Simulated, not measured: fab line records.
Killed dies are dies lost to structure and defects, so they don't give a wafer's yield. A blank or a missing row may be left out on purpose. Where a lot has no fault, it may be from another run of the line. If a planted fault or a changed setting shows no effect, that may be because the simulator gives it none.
Matching of chambers    flow n5 finfet    4 sister chambers for N5_BEOL_M1_ETCHBACK_99 on rie diel-03
The step etches SiO2 in CHF3, target depth 5 nm, time 10.4 s. 4 wafers are shown with their chamber, then 7 later ones without.

== WAFERS WITH THEIR CHAMBER ==
wafer   chamber  throttle valve pct (%)
L090.4  0        16.63
L090.5  3        16.99
L092.1  1        17.51
L092.4  2        16.74

== WAFERS WITHOUT THEIR CHAMBER ==
wafer   throttle valve pct (%)
L092.6  17.00
L093.1  17.01
L093.5  16.99
L093.6  16.65
L095.2  16.67
L095.3  17.53
L095.5  16.65

== EACH ONE'S CHAMBER ==
wafer   from the rows above      in truth
L092.6  3                        3
L093.1  3                        3
L093.5  3                        3
L093.6  0                        0
L095.2  can't be placed: 0 or 2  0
L095.3  1                        1
L095.5  0                        0
6 of 7 placed correctly. These rows do not allow placing 1 (true chamber among the candidates in 1). Placed wrongly: 0.
How it was worked out, from the rows above alone: a wafer's distance from a chamber is the root of the sum, over the readings, of the square of ((its reading less the chamber's mean) divided by the reading's scatter). The wafer belongs to the nearest chamber; if the next one is less than 2 further off, it can't be placed. For every chamber, the mean is computed from those of its wafers that are shown. The scatter (one wafer shown for each chamber): square how far every hidden wafer sits from the nearest shown wafer, average those squares and take the square root.
